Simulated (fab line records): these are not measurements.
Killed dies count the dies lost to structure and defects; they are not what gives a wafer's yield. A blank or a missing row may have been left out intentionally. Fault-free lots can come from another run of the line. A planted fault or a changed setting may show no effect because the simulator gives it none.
Struck lot and sound lot, side by side || flow nand-harc || 10 steps out of a route of 1159
Sound: the wafers L632.1, L632.3, L632.4. Wafers struck: L636.1, L636.2, L636.3. The cause comes at the end.
Per side, at each step with rows, come the tool, then ch with its chambers, and then its first start. Under that, the readings that differ: sound wafers || struck wafers || difference of the means || sigmas: that difference in standard deviations of wafers without a fault.
alike: words and numbers the same on both sides, and readings whose means are apart by under 2 such deviations; not compared: readings that were withheld, readings missing a value for some wafer, numbers with overlapping values and no deviation given by the record, and bounds like >300 which may hide the same value.
A row with sigmas, a row that says differs or no value, or rows on one side alone: a step with any of these is where the two part. Numbers that have no deviation but don't overlap get no sigmas and don't part them. Lack of a reading on every wafer of one side parts them only where that side has two or more wafers.

first, 1 step without rows for these wafers: NHARC_A_WL_FILL_CVD_23 (deposits poly-Si, target thk 40 nm, time 800 s).
NHARC_A_WL_FILL_ETCHBACK_26: etches the open film in HBr, target depth 52 nm, time 13.3 s.
  sound on rie-si-04 ch 0,1,2, day 17 22:13; struck on rie-si-04 ch 0,2,3, day 19 00:02
{"reading": "rf-hours-counter-h (h)", "sound": "0.8 0.8 0.8", "struck": "1.0 1.1 1.0", "difference": "+0.2", "sigmas": ""}
  alike: drypump-motor-current-A, hbr-flow-sccm, oes-product-au, throttle-valve-pct
then, 2 steps without rows for these wafers: NHARC_A_WL_FILL_PRECLEAN_30 (cleans in dHF, time 10 s); NHARC_A_WL_FILL_SRD_14.
NHARC_A_WL_FILL_ALD_19: deposits TiN, target thk 2 nm, pulse time 3 s, ald cycles 100.
  sound on ald-metal-01 ch 0,2,3, day 17 22:31; struck on ald-metal-02 ch 0,1,3, day 19 00:21
  alike: heater-power-outer-w, heater-power-w, precursor-pulse-height-rel
NHARC_A_WL_FILL_CVD_20: deposits W, target thk 75 nm, time 5064 s.
  sound: cvd-w-01 ch 0,1; struck: cvd-w-02 ch 0,1
  alike: heater-power-outer-w, heater-power-w, throttle-valve-pct
NHARC_A_WL_FILL_CMP_12: polishes, t overpolish 30 s, target thk 75 nm.
  sound on cmp-01 ch 1,2,3, day 18 03:45; struck on cmp-01 ch 0,2,3, day 19 12:26
  alike: motor-current-A, overpolish-run-s, time-to-endpoint-s
next, for these wafers, 1 step has no rows: NHARC_A_WL_FILL_SRD_31.
NHARC_A_WL_FILL_INSPECT_15:
  sound on defect-inspect-01, day 18 04:13; struck on defect-inspect-02, day 19 12:54
  alike: raw-defect-count
NHARC_A_CONTACT_DEP_24: deposits SiO2, target thk 500 nm.
  sound on pecvd-01 ch 0,2, day 18 04:17; struck on pecvd-03 ch 0,1,2, day 19 12:58
{"reading": "mfc-precursor-sccm (sccm)", "sound": "161.3 161.1 161.7", "struck": "168.6 169.5 169.1", "difference": "+7.7", "sigmas": "+17"}
  alike: heater-power-outer-w, heater-power-w, throttle-valve-pct

WHERE THEY PART
Only at NHARC_A_CONTACT_DEP_24, as far as this record shows.

WHY: whatever the simulator had introduced
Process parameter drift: pecvd-03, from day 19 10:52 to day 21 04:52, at NHARC_A_CONTACT_DEP_24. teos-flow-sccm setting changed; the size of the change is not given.
